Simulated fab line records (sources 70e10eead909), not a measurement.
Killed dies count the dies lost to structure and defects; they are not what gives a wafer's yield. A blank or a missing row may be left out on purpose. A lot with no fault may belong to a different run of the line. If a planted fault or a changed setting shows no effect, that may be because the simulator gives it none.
Matching of chambers + flow nand_harc + 4 sister chambers for NHARC_A_SGD_CUT_DESCUM_14 on rie_diel-05
The step chemistry O2, time 3 s. 18 wafers are shown with their chamber, then 9 later ones without.

== WAFERS PAIRED WITH THEIR CHAMBERS ==
| wafer  | chamber | showerhead_plenum_p_Torr (Torr) | drypump_motor_current_A (A) | rf_vpp_V (V) |
|--------|---------|---------------------------------|-----------------------------|--------------|
| L075.1 | 2       | 2.02                            | 6.2                         | 58.8         |
| L075.2 | 3       | 1.78                            | 5.7                         | 57.4         |
| L075.5 | 2       | 2.02                            | 6.3                         | 59.5         |
| L077.1 | 2       | 2.02                            | 6.3                         | 59.3         |
| L077.2 | 1       | 1.84                            | 5.4                         | 56.4         |
| L077.6 | 2       | 2.02                            | 6.3                         | 58.9         |
| L081.1 | 0       | 1.92                            | 5.3                         | 57.2         |
| L081.2 | 2       | 2.02                            | 6.3                         | 57.3         |
| L081.6 | 2       | 2.02                            | 6.3                         | 57.5         |
| L082.1 | 2       | 2.02                            | 6.3                         | 57.9         |
| L082.5 | 1       | 1.84                            | 5.4                         | 56.7         |
| L082.6 | 2       | 2.02                            | 6.3                         | 57.9         |
| L086.1 | 3       | 1.77                            | 5.6                         | 56.8         |
| L086.2 | 2       | 2.02                            | 6.3                         | 58.7         |
| L086.4 | 1       | 1.84                            | 5.4                         | 58.3         |
| L090.1 | 0       | 1.91                            | 5.3                         | 57.3         |
| L090.3 | 3       | 1.77                            | 5.6                         | 56.0         |
| L090.4 | 1       | 1.84                            | 5.4                         | 58.7         |

SIGNATURES, as means of the wafers listed above
| reading                  | chamber 0 | chamber 1 | chamber 2 | chamber 3 | scatter within a chamber |
|--------------------------|-----------|-----------|-----------|-----------|--------------------------|
| showerhead_plenum_p_Torr | 1.9150    | 1.8400    | 2.0200    | 1.7733    | 0.00289                  |
| drypump_motor_current_A  | 5.300     | 5.400     | 6.289     | 5.633     | 0.0333                   |
| rf_vpp_V                 | 57.250    | 57.525    | 58.422    | 56.733    | 0.843                    |
Rule: a wafer's distance from a chamber is the root of the sum, over the readings, of the square of ((its reading less the chamber's mean) divided by the reading's scatter). If the next closest chamber is less than 2 further off than the closest, the wafer can't be placed; otherwise it belongs to the closest. The scatter: the root of (the sum of the squares of (reading less its chamber's mean) over the shown wafers, divided by (wafers less chambers)).

== WAFERS WHOSE CHAMBER IS MISSING ==
| wafer  | showerhead_plenum_p_Torr (Torr) | drypump_motor_current_A (A) | rf_vpp_V (V) |
|--------|---------------------------------|-----------------------------|--------------|
| L089.3 | 2.02                            | 6.2                         | 58.1         |
| L089.4 | 1.91                            | 5.3                         | 58.3         |
| L089.5 | 1.77                            | 5.7                         | 56.9         |
| L096.1 | 1.91                            | 5.3                         | 58.1         |
| L096.3 | 2.02                            | 6.3                         | 57.1         |
| L096.4 | 1.84                            | 5.4                         | 57.0         |
| L093.2 | 1.77                            | 5.6                         | 57.1         |
| L093.4 | 1.91                            | 5.3                         | 58.9         |
| L093.6 | 1.91                            | 5.3                         | 57.4         |

== CHAMBER TAKEN BY EACH ==
| wafer  | from the rows above | in truth |
|--------|---------------------|----------|
| L089.3 | 2                   | 2        |
| L089.4 | 0                   | 0        |
| L089.5 | 3                   | 3        |
| L096.1 | 0                   | 0        |
| L096.3 | 2                   | 2        |
| L096.4 | 1                   | 1        |
| L093.2 | 3                   | 3        |
| L093.4 | 0                   | 0        |
| L093.6 | 0                   | 0        |
Correct placement for 9 of the 9. Can't be placed from these rows: 0. Wrongly placed: 0.
